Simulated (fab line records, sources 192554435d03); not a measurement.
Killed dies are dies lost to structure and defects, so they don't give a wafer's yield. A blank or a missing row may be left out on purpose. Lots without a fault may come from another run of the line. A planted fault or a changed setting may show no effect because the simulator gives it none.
Chamber matching | flow n5_finfet | N5_FIN_SAQP_PECVD_47 on pecvd-04: 3 sister chambers
The step deposits a-Si from SiH4/He, target thk 45 nm, time 36.3 s. 16 wafers are shown with their chamber, then 8 later ones without.

WAFERS WITH THEIR CHAMBER
wafer  | chamber | showerhead_plenum_p_Torr (Torr) | throttle_valve_pct (%) | heater_power_w (W)
L082.1 | 1       | 5.61                            | 18.3                   | 1015
L082.4 | 2       | 5.72                            | 17.7                   | 784
L082.5 | 1       | 5.61                            | 18.2                   | 1021
L086.1 | 0       | 5.65                            | 18.8                   | 843
L086.2 | 2       | 5.71                            | 17.8                   | 754
L086.5 | 2       | 5.70                            | 17.7                   | 746
L087.1 | 1       | 5.60                            | 18.7                   | 898
L087.2 | 0       | 5.66                            | 18.8                   | 881
L087.3 | 2       | 5.71                            | 17.4                   | 719
L088.1 | 2       | 5.71                            | 17.4                   | 664
L088.2 | 0       | 5.65                            | 18.9                   | 768
L088.6 | 0       | 5.65                            | 18.9                   | 770
L089.1 | 0       | 5.66                            | 18.7                   | 747
L089.2 | 1       | 5.61                            | 18.2                   | 951
L089.4 | 1       | 5.61                            | 18.3                   | 968
L091.1 | 2       | 5.71                            | 17.6                   | 751

SIGNATURES (means of the wafers above)
reading                  | chamber 0 | chamber 1 | chamber 2 | scatter within a chamber
showerhead_plenum_p_Torr | 5.6540    | 5.6080    | 5.7100    | 0.00555
throttle_valve_pct       | 18.820    | 18.340    | 17.600    | 0.162
heater_power_w           | 801.80    | 970.60    | 736.33    | 49.4
Rule: a wafer's distance from a chamber is the root of the sum, over the readings, of the square of ((its reading less the chamber's mean) divided by the reading's scatter). The wafer belongs to the nearest chamber; if the next one is less than 2 further off, it can't be placed. The scatter: the root of (the sum of the squares of (reading less its chamber's mean) over the shown wafers, divided by (wafers less chambers)).

WAFERS WITHOUT THEIR CHAMBER
wafer  | showerhead_plenum_p_Torr (Torr) | throttle_valve_pct (%) | heater_power_w (W)
L091.2 | 5.67                            | 18.9                   | 875
L091.3 | 5.60                            | 18.3                   | 854
L094.4 | 5.66                            | 18.8                   | 899
L094.5 | 5.65                            | 18.8                   | 883
L094.6 | 5.60                            | 18.2                   | 1015
L096.1 | 5.65                            | 19.0                   | 896
L096.2 | 5.71                            | 17.9                   | 697
L096.5 | 5.59                            | 18.5                   | 917

WHICH CHAMBER EACH WENT THROUGH
wafer  | from the rows above | in truth
L091.2 | 0                   | 0
L091.3 | 1                   | 1
L094.4 | 0                   | 0
L094.5 | 0                   | 0
L094.6 | 1                   | 1
L096.1 | 0                   | 0
L096.2 | 2                   | 2
L096.5 | 1                   | 1
Placed correctly: 8 of 8. Can't be placed from these rows: 0. Placed wrongly: 0.
